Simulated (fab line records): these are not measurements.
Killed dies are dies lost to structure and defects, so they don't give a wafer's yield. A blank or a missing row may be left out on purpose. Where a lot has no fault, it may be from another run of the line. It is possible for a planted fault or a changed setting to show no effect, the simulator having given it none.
Matching of chambers ; flow n5 finfet ; 4 sister chambers for N5_ILD0_LINER_00 on ald sin-02
The step material SiNx, target thk 4 nm, pulse time 1 s, purge time 2 s. 8 wafers are shown with their chamber, then 11 later ones without.

## EACH WAFER AND ITS CHAMBER
wafer;chamber;heater power w (W);heater power outer w (W)
L080.3;1;735;445
L081.6;1;730;450
L088.1;0;859;560
L088.6;2;765;458
L089.1;3;960;639
L089.2;0;850;541
L089.4;2;761;445
L090.1;3;998;642

## WAFERS WHOSE CHAMBER IS MISSING
wafer;heater power w (W);heater power outer w (W)
L090.2;752;461
L090.3;852;541
L091.1;724;447
L091.4;845;559
L091.6;977;633
L096.1;962;614
L096.2;759;440
L096.5;814;535
L097.1;821;531
L097.4;747;453
L097.6;713;426

## WHICH CHAMBER EACH WENT THROUGH
wafer;from the rows above;in truth
L090.2;can't be placed: 2 or 1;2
L090.3;0;0
L091.1;1;1
L091.4;0;0
L091.6;3;3
L096.1;3;3
L096.2;can't be placed: 2 or 1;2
L096.5;0;0
L097.1;0;0
L097.4;can't be placed: 2 or 1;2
L097.6;can't be placed: 1 or 2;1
Correctly placed: 7 of 11. Not placeable from these rows: 4 (in 4, the candidates include the true chamber). 0 placed wrongly.
How it was worked out, from the rows above alone: a wafer's distance from a chamber is the root of the sum, over the readings, of the square of ((its reading less the chamber's mean) divided by the reading's scatter). If the next closest chamber is less than 2 further off than the closest, the wafer can't be placed; otherwise it belongs to the closest. A chamber's mean is the mean of its shown wafers. The scatter: take each reading less its chamber's mean, square it, sum over the shown wafers, divide by the number of wafers less the number of chambers, and take the root.
